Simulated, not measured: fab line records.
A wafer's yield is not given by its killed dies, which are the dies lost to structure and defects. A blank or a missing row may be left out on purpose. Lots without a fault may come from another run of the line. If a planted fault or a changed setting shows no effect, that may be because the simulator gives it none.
fab line records | flow nand-harc
record: lots: 5 | wafers: 15 | last-day: 34
route steps=1302 shown P_ZERO_WELL@68 P_STI@69
lots with no fault: from the same line, run without faults
start-h: hours from the record's first day to the start of the lot's first wafer shown | wait-h: time in hours since the lot's previous step | " as in the row above | L1.1+2: a row that stands for several wafers | - value missing, or start not given | * or withheld: withheld | < > ~ a bound
route shown NAME@n: NAME is a module with steps in the file, n the number in the route of the first one | usual: average and standard deviation across the fault-free wafers | same: alike in all rows | chamber/n: place in a boat | sites: readings site by site | _std_site: the standard deviation of these | _edge_site: the outer-site mean with the inner-site mean subtracted | radius-mm: how far each site lies from the wafer's centre | mask NAME#n: copy n | behind: the last tool/chamber to shape the wafer | hold: cause of the lot's hold/its duration in hours/its outcome | device: transistor that didn't switch, given as n, p or np | end of line: the same wafers' tests at the end of the route | a step without rows: its recipe alone | killed: dies that structure and defects cost at the first sort, which is not the same as the wafer's yield | map: shows each die of a wafer: x if killed, . if not, _ if none is there
set.NAME: the run value of the setting; set.NAME@STEP: its run value at that earlier step | model.NAME: the simulator's own value behind a step, which no gauge read
lots at selected steps of the route; one table per step, one row per wafer
services: the hour from which a tool's chamber was out of use, counted from the record's first day as start-h (under 0 if before that day), plus the number of hours and why
== steps ==
step: NHARC_P_ZERO_WELL_INSPECT_43
usual: raw-defect-count: 13/5.1
lot.wafer | tool              | chamber | start-h | wait-h | raw-defect-count
L135.1    | defect-inspect-02 | -       | 87.49   | 0.6    | 14
L135.5    | "                 | -       | "       | "      | 8
L135.6    | "                 | -       | "       | "      | 12
L138.2    | defect-inspect-02 | -       | 117.64  | 0.5    | 9
L138.4    | "                 | -       | "       | "      | 8
L138.5    | "                 | -       | "       | "      | 12
L147.2    | defect-inspect-02 | -       | 207.86  | 0.5    | 12
L147.5    | "                 | -       | "       | "      | 9
L147.6    | "                 | -       | "       | "      | 17
L150.2    | defect-inspect-02 | -       | 237.58  | 0.5    | 15
L150.4    | "                 | -       | "       | "      | 19
L150.6    | "                 | -       | "       | "      | 13
L152.1    | defect-inspect-02 | -       | 258.19  | 0.6    | 11
L152.2    | "                 | -       | "       | "      | 7
L152.5    | "                 | -       | "       | "      | 4
step: NHARC_P_STI_ETCH_26
recipe: target-depth-a: 110 | chemistry: dHF | material: SiO2
step: NHARC_P_STI_PRECLEAN_27
recipe: time-s: * | temp-c: 50 | bath-age-min: 0 | chemistry: SC1
step: NHARC_P_STI_SRD_28
step: NHARC_P_STI_OXIDE_29
recipe: target-thk-a: 100 | temp-c: 900 | ox-time-s: 1362 | material: SiO2
step: NHARC_P_STI_HM_DEP_30
recipe: target-thk-a: 800 | temp-c: 790 | pressure-mtorr: 300 | time-s: 873 | material: Si3N4
step: NHARC_P_STI_DEHYDRATE_01
recipe: temp-c: 150 | time-s: 120
step: NHARC_P_STI_HMDS_02
recipe: time-s: 30
step: NHARC_P_STI_COAT_41
recipe: temp-c: 200 | time-s: 65
step: NHARC_P_STI_COAT_03
recipe: spin-rpm: 2000 | resist-thk-nm: 600
step: NHARC_P_STI_SOFTBAKE_04
recipe: temp-c: 125 | time-s: 70
step: NHARC_P_STI_EBR_05
step: NHARC_P_STI_EXPOSE_06
recipe: na: 0.55 | target-cd-nm: 200 | dose-mj: 37.69 | mask-id: P_STI
lot.wafer  | tool           | chamber | start-h | wait-h | mask
L135.1+5+6 | krf-scanner-04 | 0       | 104.30  | -      | P_STI#0
L138.2+4+5 | krf-scanner-02 | 0       | 134.18  | -      | P_STI_R1#0
L147.2+5+6 | krf-scanner-02 | 0       | 226.42  | -      | P_STI#0
L150.2+4+6 | krf-scanner-03 | 0       | 253.49  | -      | P_STI#0
L152.1+2+5 | krf-scanner-03 | 0       | 274.20  | -      | P_STI#0
step: NHARC_P_STI_PEB_07
recipe: peb-temp-c: 128 | peb-time-s: 80
== services ==
tool           | chamber | start-h | hours | kind
krf-scanner-02 | -       | 94.00   | 4.0   | pm
krf-scanner-02 | -       | 128.81  | 3.4   | repair
krf-scanner-04 | 0       | 175.12  | -     | calibration
krf-scanner-04 | -       | 185.33  | 4.0   | pm
krf-scanner-04 | -       | 189.52  | 0.4   | repair
krf-scanner-02 | 0       | 204.93  | -     | calibration
krf-scanner-02 | -       | 219.87  | 0.6   | repair
krf-scanner-03 | -       | 224.00  | 4.0   | pm
krf-scanner-03 | 0       | 239.97  | -     | calibration
krf-scanner-04 | -       | 246.89  | 133.5 | repair
krf-scanner-02 | -       | 266.00  | 4.0   | pm
== key ==
first-sign: step: NHARC_P_STI_EXPOSE_06 | reading: mask | direction: changed
effect none on later readings
met-at NHARC_P_STI_EXPOSE_06
struck-wafers L138.2,L138.4,L138.5
tester-left-out L138
fault: kind: wrong-mask | tool: any | chamber: - | onset-h: 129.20 | steps: NHARC_P_STI_EXPOSE_06 | aux-copy: P_STI_R1#0 | cd-offset-nm: 2.2019 | scope: struck-lots-only
tester-left-out: of these lots the tester's yield and bins aren't shown, on N5 and GAA mostly nor the transistor test; their killed dies are dies lost to structure and defects alone, not to doping, threshold or leakage, so they don't give the yield
